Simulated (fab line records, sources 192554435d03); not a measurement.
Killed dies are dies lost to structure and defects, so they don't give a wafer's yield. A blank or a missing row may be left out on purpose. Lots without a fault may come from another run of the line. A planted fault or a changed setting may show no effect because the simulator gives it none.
Which tool did it? | flow n5_finfet | 10 lots, 30 wafers sampled, at 3 steps of a route of 1938

WHAT THE GAUGES READ, wafer by wafer
N5_BEOL_M11_RS_MEAS_57: measures by four-point-probe. Usual: M11_RS 0.152 ohm/sq, standard deviation 0.0046.
lot  | measured     | on            | M11_RS (ohm/sq)   | flag
L756 | day 11 15:20 | film_metro-02 | 0.148 0.145 0.145 |
L754 | day 11 22:43 | film_metro-02 | 0.153 0.160 0.151 |
L758 | day 12 05:44 | film_metro-01 | 0.150 0.149 0.158 |
L759 | day 13 20:07 | film_metro-01 | 0.151 0.156 0.152 |
L764 | day 13 22:05 | film_metro-02 | 0.153 0.150 0.149 |
L769 | day 14 19:07 | film_metro-01 | 0.160 0.152 0.148 |
L766 | day 15 14:08 | film_metro-02 | 0.161 0.158 0.146 |
L767 | day 15 14:18 | film_metro-02 | 0.151 0.148 0.147 |
L768 | day 15 15:44 | film_metro-01 | 0.150 0.158 0.144 |
L773 | day 17 08:08 | film_metro-02 | 0.152 0.161 0.148 |

WHICH TOOL RAN EACH LOT (tool, then ch and the chambers of the sampled wafers, then the start)
lot  | N5_BEOL_M11_ETCH_41                           | N5_BEOL_M11_PRE_CLEAN_45
L756 | rie_diel-06 ch 2,3, day 11 12:05 or earlier   | pvd_sputter-02, day 11 12:05
L754 | rie_diel-02 ch 1,2,3, day 11 19:17 or earlier | pvd_sputter-01, day 11 19:17
L758 | rie_diel-02 ch 0,1,2, day 12 04:04 or earlier | pvd_sputter-01, day 12 04:04
L759 | rie_diel-02 ch 0,1,3, day 13 17:38 or earlier | pvd_sputter-01, day 13 17:38
L764 | rie_diel-02 ch 0,3, day 13 18:58 or earlier   | pvd_sputter-02, day 13 18:58
L769 | rie_diel-05 ch 0,1,3, day 14 16:59 or earlier | pvd_sputter-01, day 14 16:59
L766 | rie_diel-02 ch 1,2,3, day 15 10:26 or earlier | pvd_sputter-02, day 15 10:26
L767 | rie_diel-05 ch 0,2,3, day 15 10:47 or earlier | pvd_sputter-02, day 15 10:47
L768 | rie_diel-05 ch 0,1,2, day 15 13:56 or earlier | pvd_sputter-03, day 15 13:56
L773 | rie_diel-06 ch 1,2,3, day 17 06:23 or earlier | pvd_sputter-01, day 17 06:23
- N5_BEOL_M11_ETCH_41: etches SiCN in CH3F/O2, target depth 42.6 nm, time 86 s.
- N5_BEOL_M11_PRE_CLEAN_45: time 30 s.

WHAT THE TOOLS THEMSELVES READ (means of the sampled wafers that have a number; where no wafer has one, the mark that the record gives instead)
N5_BEOL_M11_ETCH_41. Usual: drypump_motor_current_A 6.1 A, standard deviation 0.49; oes_product_au 0.76 a.u., standard deviation 0.087; rf_vpp_V 297.0 V, standard deviation 1.6; showerhead_plenum_p_Torr 1.99 Torr, standard deviation 0.067; throttle_valve_pct 16.36 %, standard deviation 0.27.
lot  | tool        | drypump_motor_current_A (A) | oes_product_au (a.u.) | rf_vpp_V (V) | showerhead_plenum_p_Torr (Torr) | throttle_valve_pct (%) | flag
L756 | rie_diel-06 | 6.0                         | 0.71                  | 296.8        | 2.01                            | 16.58                  |
L754 | rie_diel-02 | 6.0                         | 0.71                  | 296.5        | 1.98                            | 16.43                  |
L758 | rie_diel-02 | 6.0                         | 0.70                  | 297.4        | 2.01                            | 16.51                  |
L759 | rie_diel-02 | 6.3                         | 0.71                  | 296.6        | 1.98                            | 16.49                  |
L764 | rie_diel-02 | 6.5                         | 0.72                  | 296.0        | 1.96                            | 16.59                  |
L769 | rie_diel-05 | 5.6                         | 0.74                  | 296.6        | 1.97                            | 16.38                  |
L766 | rie_diel-02 | 6.1                         | 0.79                  | 296.1        | 1.97                            | 16.33                  |
L767 | rie_diel-05 | 6.0                         | 0.81                  | 297.1        | 1.99                            | 16.14                  |
L768 | rie_diel-05 | 6.1                         | 0.80                  | 297.9        | 1.96                            | 16.19                  |
L773 | rie_diel-06 | 6.0                         | 0.78                  | 298.3        | 2.03                            | 16.33                  |

N5_BEOL_M11_PRE_CLEAN_45. Usual: heater_power_w 343 W, standard deviation 25.
lot  | tool           | heater_power_w (W) | flag
L756 | pvd_sputter-02 | 359                |
L754 | pvd_sputter-01 | 347                |
L758 | pvd_sputter-01 | 346                |
L759 | pvd_sputter-01 | 341                |
L764 | pvd_sputter-02 | 352                |
L769 | pvd_sputter-01 | 345                |
L766 | pvd_sputter-02 | 355                |
L767 | pvd_sputter-02 | 381                |
L768 | pvd_sputter-03 | 333                |
L773 | pvd_sputter-01 | 331                |

THE ANSWER, worked out from the rows above alone
Rule: a lot is off if the mean of its wafers that have a number lies more than 3 standard deviations from the usual mean. A lot without any number at a reading at which 4 lots or more have one is off too. The other lots that the step has rows for count as sound. The gauges are gone through in route order, then the tools' own readings, and for those a lot's mean is taken as printed above. The first step at which some lot is off is used, and at that step the reading that is off furthest; a lot without a number counts as furthest.
No lot is off at any reading shown: from this, nothing can be told.

WHAT THE SIMULATOR HAD PUT IN
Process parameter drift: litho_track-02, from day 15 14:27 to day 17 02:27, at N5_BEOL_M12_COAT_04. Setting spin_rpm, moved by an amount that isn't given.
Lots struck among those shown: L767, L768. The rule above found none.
